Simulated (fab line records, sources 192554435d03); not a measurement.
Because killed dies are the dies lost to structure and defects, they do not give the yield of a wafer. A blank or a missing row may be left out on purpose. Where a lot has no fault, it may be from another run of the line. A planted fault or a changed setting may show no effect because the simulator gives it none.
Matching of chambers    flow n5 finfet    rie diel-03 running N5_PMOS_HMC_CHANNEL_EPI_STRIP_33: 4 sister chambers
The step strips in N2/H2. 8 wafers are shown with their chamber, then 7 later ones without.

== WAFERS WITH THEIR CHAMBER ==
wafer   chamber  showerhead plenum p Torr (Torr)  throttle valve pct (%)
L171.6  3        3.26                             19.5
L172.6  0        3.46                             19.0
L173.1  2        3.43                             18.9
L173.2  0        3.46                             19.0
L173.6  2        3.43                             18.9
L187.3  3        3.25                             19.6
L188.3  1        3.27                             19.0
L188.4  1        3.27                             19.0

== WAFERS MISSING THEIR CHAMBER ==
wafer   showerhead plenum p Torr (Torr)  throttle valve pct (%)
L188.6  3.41                             19.0
L189.1  3.41                             19.0
L189.2  3.26                             19.0
L189.5  3.45                             18.6
L192.3  3.41                             18.9
L192.4  3.26                             19.0
L192.5  3.45                             18.6

== EACH ONE'S CHAMBER ==
wafer   from the rows above      in truth
L188.6  2                        2
L189.1  2                        2
L189.2  1                        1
L189.5  can't be placed: 2 or 0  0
L192.3  2                        2
L192.4  1                        1
L192.5  can't be placed: 2 or 0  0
Placed correctly: 5 of 7. Unplaceable from these rows: 2, with the true chamber sitting among the candidates in 2. 0 placed wrongly.
How it was worked out, from the rows above alone: a wafer's distance from a chamber is the root of the sum, over the readings, of the square of ((its reading less the chamber's mean) divided by the reading's scatter). The wafer belongs to the nearest chamber; if the next one is less than 2 further off, it can't be placed. A chamber's mean is the mean of its shown wafers. How the scatter is found: for the shown wafers, subtract from each reading the mean of its chamber, square and add these, divide the total by (wafers less chambers), then take the root.
